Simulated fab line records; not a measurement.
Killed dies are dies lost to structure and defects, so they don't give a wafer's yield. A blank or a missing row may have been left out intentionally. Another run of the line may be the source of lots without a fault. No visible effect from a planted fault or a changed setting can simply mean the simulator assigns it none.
fab line records | flow n5-finfet
record: lots: 7 | wafers: 21
route steps=1938 shown BEOL_M15@1809 PASSIVATION@1902
start-h: hours from the record's opening day to when the first of the lot's shown wafers began | wait-h: hours elapsed since this lot's preceding step | " repeats the value in the row above | L1.1+2: a single row standing in for several wafers | - value missing, or start not given | * or withheld: withheld | < > ~ a bound
route shown NAME@n: names a module that has steps shown in the file, with the first one's number in the route | usual: mean/standard deviation taken from wafers without a fault | same: alike in all rows | chamber/n: place in a boat | sites: the reading at each site | _std_site: their standard deviation | _edge_site: the outer-site mean with the inner-site mean subtracted | radius-mm: how far each site lies from the wafer's centre | mask NAME#n: copy n | behind: the last tool/chamber to shape the wafer | hold: what put the lot on hold/how long, in hours/how the hold closed | device: the n, p or np transistor that did not switch | end of line: the same wafers' tests at the end of the route | a step without rows: its recipe alone | killed: dies that structure and defects cost at the first sort, which is not the same as the wafer's yield | map: a wafer's dies, marking killed ones x, the rest . and places with no die _
set.NAME: setting as actually run; set.NAME@STEP: the setting as run at that earlier step | model.NAME: the simulator's own value behind a step, which no gauge read
lots whose settings were changed on purpose; a table a step, a row a wafer
== steps ==
step: N5_BEOL_M15_TRENCH_ETCH_34
recipe: chemistry: C4F8/O2/Ar | target: SiO2 | target-depth-a: 8729.3 | he-inner-torr: 15 | he-outer-torr: 30 | time-s: 199 | ion-energy-ev: 800 | pressure-mtorr: 20 | source-w: 1905 | bias-w: 2040 | Ar_flow_sccm: 400 | C4F8_flow_sccm: 16 | O2_flow_sccm: 12
lot.wafer | tool        | chamber | start-h | wait-h | set.time-s | model.etch.depth-nm
L075.1    | rie-diel-03 | 1       | 275.92  | 0.0    | 199        | 831.5
L075.2    | "           | 0       | "       | "      | 221        | 992.1
L075.3    | "           | 2       | "       | "      | 199        | 886.4
L076.2    | rie-diel-04 | 1       | 291.93  | 0.0    | 242.9      | 1022
L076.3    | "           | 3       | "       | "      | 199        | 848.2
L076.6    | "           | 3       | "       | "      | 242.9      | 1037
L077.1    | rie-diel-06 | 1       | 294.02  | 0.0    | 199        | 825.9
L077.5    | "           | 0       | "       | "      | 174.6      | 761
L077.6    | "           | 3       | "       | "      | 174.6      | 741.1
L081.4    | rie-diel-06 | 2       | 304.86  | 0.0    | 226.1      | 995.6
L081.5    | "           | 2       | "       | "      | 199        | 878.6
L081.6    | "           | 3       | "       | "      | 199        | 833.4
L080.1    | rie-diel-03 | 3       | 316.62  | 0.0    | 199        | 849.3
L080.3    | "           | 0       | "       | "      | 199        | 895
L080.6    | "           | 3       | "       | "      | 199        | 854.1
L084.1    | rie-diel-06 | 1       | 321.64  | 0.0    | 199        | 828.9
L084.5    | "           | 3       | "       | "      | 199        | 834.1
L084.6    | "           | 0       | "       | "      | 199        | 857.3
L092.2    | rie-diel-03 | 3       | 375.08  | 0.0    | 223.4      | 956.6
L092.3    | "           | 2       | "       | "      | 223.4      | 1004
L092.4    | "           | 0       | "       | "      | 199        | 893.1
step: N5_BEOL_M15_STRIP_36
recipe: chemistry: O2 | power-w: 600 | temp-c: 60 | pressure-mtorr: 30 | rf-frequency-hz: 6e+07 | bias-power-w: 0 | overash-fraction: 0.3 | o2-flow-sccm: 225
step: N5_BEOL_M15_ECD_47
recipe: material: Cu | target-thk-a: 18600
step: N5_BEOL_M15_ANNEAL_48
recipe: temp-c: 225 | time-s: 90 | ambient: N2
step: N5_BEOL_M15_CMP_49
recipe: stop-on: SiO2 | t-overpolish-s: 4.9 | down-force-psi: 2 | platen-rpm: 80 | clearing-platen-down-force-psi: 2 | clearing-platen-rpm: 80 | post-cmp-clean: cu-alkaline | target-thk-nm: 850 | clearing-platen-pad-velocity-m-s: 1.5917 | pad-velocity-m-s: 1.5917
lot.wafer | tool   | chamber | start-h | wait-h | set.time-s@BEOL_M15_TRENCH_ETCH_34 | model.Cu_of_BEOL_M15_ECD_47.thk-nm
L075.3    | cmp-03 | 3       | 284.64  | 0.2    | 199                                | 863.4
L075.1    | "      | 0       | "       | "      | 199                                | 810
L075.2    | "      | 1       | "       | "      | 221                                | 969.2
L076.3    | cmp-03 | 2       | 297.38  | 0.2    | 199                                | 826.8
L076.2    | "      | 3       | "       | "      | 242.9                              | 998.8
L076.6    | "      | 0       | "       | "      | 242.9                              | 1016
L077.1    | cmp-04 | 3       | 298.83  | 0.3    | 199                                | 805.2
L077.6    | "      | 1       | "       | "      | 174.6                              | 720.6
L077.5    | "      | 2       | "       | "      | 174.6                              | 739
L081.4    | cmp-01 | 0       | 309.56  | 0.2    | 226.1                              | 974.4
L081.6    | "      | 1       | "       | "      | 199                                | 810.8
L081.5    | "      | 2       | "       | "      | 199                                | 855.4
L080.1    | cmp-04 | 1       | 320.53  | 0.3    | 199                                | 826
L080.3    | "      | 3       | "       | "      | 199                                | 873.6
L080.6    | "      | 2       | "       | "      | 199                                | 831.8
L084.1    | cmp-04 | 3       | 324.11  | 0.3    | 199                                | 805.8
L084.5    | "      | 3       | "       | "      | 199                                | 810.6
L084.6    | "      | 0       | "       | "      | 199                                | 832.2
L092.4    | cmp-03 | 2       | 378.50  | 0.1    | 199                                | 871.6
L092.2    | "      | 3       | "       | "      | 223.4                              | 933.4
L092.3    | "      | 0       | "       | "      | 223.4                              | 982.8
step: N5_BEOL_M15_THK_MEAS_50
recipe: thk-meas-gauge: xrf | reads: Cu_of_BEOL_M15_ECD_47
usual: M15_THK: 852/25
lot.wafer | tool          | chamber | start-h | wait-h | set.time-s@BEOL_M15_TRENCH_ETCH_34 | M15_THK[nm]
L075.1    | film-metro-02 | -       | 284.89  | -      | 199                                | 832
L075.2    | "             | -       | "       | "      | 221                                | 993
L075.3    | "             | -       | "       | "      | 199                                | 887
L076.2    | film-metro-01 | -       | 297.60  | -      | 242.9                              | 1011
L076.3    | "             | -       | "       | "      | 199                                | 830
L076.6    | "             | -       | "       | "      | 242.9                              | 1025
L077.1    | film-metro-01 | -       | 299.05  | -      | 199                                | 806
L077.5    | "             | -       | "       | "      | 174.6                              | 744
L077.6    | "             | -       | "       | "      | 174.6                              | 721
L081.4    | film-metro-02 | -       | 309.74  | -      | 226.1                              | 993
L081.5    | "             | -       | "       | "      | 199                                | 878
L081.6    | "             | -       | "       | "      | 199                                | 829
L080.1    | film-metro-01 | -       | 320.82  | -      | 199                                | 832
L080.3    | "             | -       | "       | "      | 199                                | 878
L080.6    | "             | -       | "       | "      | 199                                | 836
L084.1    | film-metro-01 | -       | 324.40  | -      | 199                                | 806
L084.5    | "             | -       | "       | "      | 199                                | 814
L084.6    | "             | -       | "       | "      | 199                                | 834
L092.2    | film-metro-01 | -       | 378.79  | -      | 223.4                              | 951
L092.3    | "             | -       | "       | "      | 223.4                              | 1000
L092.4    | "             | -       | "       | "      | 199                                | 884
step: N5_BEOL_M15_PRE_CLEAN_52
recipe: gas: NH3 | time-s: 15 | temp-c: withheld | rf-power-w: 300
step: N5_BEOL_M15_DEP_53
recipe: material: SiCN | target-thk-a: 500 | temp-c: withheld | precursor: 3MS/NH3 | pressure-torr: 3 | rf-w: 675 | time-s: 17.8
step: N5_BEOL_M15_RS_MEAS_54
recipe: thk-meas-gauge: four-point-probe | reads: Cu_of_BEOL_M15_ECD_47+Ta_of_BEOL_M15_SPUTTER_44+TaN_of_BEOL_M15_SPUTTER_43
usual: M15_RS: 0.0219/0.00062
lot.wafer | tool          | chamber | start-h | wait-h | set.time-s@BEOL_M15_TRENCH_ETCH_34 | M15_RS[ohm/sq]
L075.1    | film-metro-02 | -       | 285.02  | 0.0    | 199                                | 0.0227
L075.2    | "             | -       | "       | "      | 221                                | 0.0189
L075.3    | "             | -       | "       | "      | 199                                | 0.0212
L076.2    | film-metro-01 | -       | 297.76  | 0.1    | 242.9                              | 0.0183
L076.3    | "             | -       | "       | "      | 199                                | 0.0222
L076.6    | "             | -       | "       | "      | 242.9                              | 0.0180
L077.1    | film-metro-01 | -       | 299.18  | 0.0    | 199                                | 0.0228
L077.5    | "             | -       | "       | "      | 174.6                              | 0.0249
L077.6    | "             | -       | "       | "      | 174.6                              | 0.0255
L081.4    | film-metro-02 | -       | 309.87  | 0.0    | 226.1                              | 0.0188
L081.5    | "             | -       | "       | "      | 199                                | 0.0215
L081.6    | "             | -       | "       | "      | 199                                | 0.0227
L080.1    | film-metro-01 | -       | 320.98  | 0.1    | 199                                | 0.0222
L080.3    | "             | -       | "       | "      | 199                                | 0.0210
L080.6    | "             | -       | "       | "      | 199                                | 0.0221
L084.1    | film-metro-02 | -       | 324.56  | 0.1    | 199                                | 0.0228
L084.5    | "             | -       | "       | "      | 199                                | 0.0226
L084.6    | "             | -       | "       | "      | 199                                | 0.0220
L092.2    | film-metro-02 | -       | 378.92  | 0.1    | 223.4                              | 0.0196
L092.3    | "             | -       | "       | "      | 223.4                              | 0.0186
L092.4    | "             | -       | "       | "      | 199                                | 0.0210
step: N5_PASSIVATION_PEB_28
recipe: peb-temp-c: withheld | peb-time-s: *
lot.wafer  | tool           | chamber | start-h | wait-h | set.peb-time-s
L075.1+2   | litho-track-03 | 0       | 294.10  | 0.1    | *
L075.3     | "              | 0       | "       | "      | *
L076.2     | litho-track-05 | 0       | 307.40  | 0.0    | *
L076.3+6   | "              | 0       | "       | "      | *
L077.1+5+6 | litho-track-03 | 0       | 310.33  | 0.1    | *
L081.4+6   | litho-track-05 | 0       | 317.34  | 0.0    | *
L081.5     | "              | 0       | "       | "      | *
L080.1+3+6 | litho-track-05 | 0       | 331.89  | 0.1    | *
L084.1+6   | litho-track-05 | 0       | 335.41  | 0.1    | *
L084.5     | "              | 0       | "       | "      | *
L092.2     | litho-track-03 | 0       | 388.62  | 0.0    | *
L092.3+4   | "              | 0       | "       | "      | *
step: N5_PASSIVATION_DEVELOP_29
recipe: develop-time-s: 60 | rinse-liquid: diw | dry: air-spin | dev-temp-c: 21
step: N5_PASSIVATION_HARDBAKE_31
recipe: temp-c: 130 | time-s: 120
step: N5_PASSIVATION_CD_MEAS_30
recipe: target-cd-nm: 4000 | landing-energy-ev: 500 | detector: se-inlens | polarity: opening
usual: cd-nm: 4000.1/1.7
lot.wafer | tool      | chamber | start-h | wait-h | set.peb-time-s@PASSIVATION_PEB_28 | cd-nm
L075.1    | cd-sem-03 | 0       | 294.22  | -      | *                                 | 4003.2
L075.2    | "         | 0       | "       | "      | *                                 | 4001.4
L075.3    | "         | 0       | "       | "      | *                                 | 3998.4
L076.2    | cd-sem-02 | 0       | 307.52  | -      | *                                 | 3998.8
L076.3    | "         | 0       | "       | "      | *                                 | 4001.8
L076.6    | "         | 0       | "       | "      | *                                 | 4001.1
L077.1    | cd-sem-03 | 0       | 310.45  | -      | *                                 | 4002.6
L077.5    | "         | 0       | "       | "      | *                                 | 4004.0
L077.6    | "         | 0       | "       | "      | *                                 | 4005.2
L081.4    | cd-sem-02 | 0       | 317.46  | -      | *                                 | 4000.8
L081.5    | "         | 0       | "       | "      | *                                 | 4001.6
L081.6    | "         | 0       | "       | "      | *                                 | 4000.7
L080.1    | cd-sem-03 | 0       | 332.01  | -      | *                                 | 4001.8
L080.3    | "         | 0       | "       | "      | *                                 | 3999.7
L080.6    | "         | 0       | "       | "      | *                                 | 3998.4
L084.1    | cd-sem-03 | 0       | 335.53  | -      | *                                 | 3999.9
L084.5    | "         | 0       | "       | "      | *                                 | 3994.6
L084.6    | "         | 0       | "       | "      | *                                 | 4000.7
L092.2    | cd-sem-03 | 0       | 388.74  | -      | *                                 | 3996.7
L092.3    | "         | 0       | "       | "      | *                                 | 4004.5
L092.4    | "         | 0       | "       | "      | *                                 | 4004.6
== key ==
split: step: N5_BEOL_M15_TRENCH_ETCH_34 | setting: time-s | stated: 199 | by: wafer
response: step: N5_BEOL_M15_TRENCH_ETCH_34 | reading: model.etch.depth-nm | change: +8.55 | per: 1% | r: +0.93
response: step: N5_BEOL_M15_CMP_49 | reading: model.Cu_of_BEOL_M15_ECD_47.thk-nm | change: +8.55 | per: 1% | r: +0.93
response: step: N5_BEOL_M15_THK_MEAS_50 | reading: M15_THK | change: +8.72 | per: 1% | r: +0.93
response: step: N5_BEOL_M15_RS_MEAS_54 | reading: M15_RS | change: -0.000202 | per: 1% | r: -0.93
split: step: N5_PASSIVATION_PEB_28 | setting: peb-time-s | stated: * | by: wafer
response: step: N5_PASSIVATION_CD_MEAS_30 | reading: cd-nm | change: +0.311 | per: 1% | r: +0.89
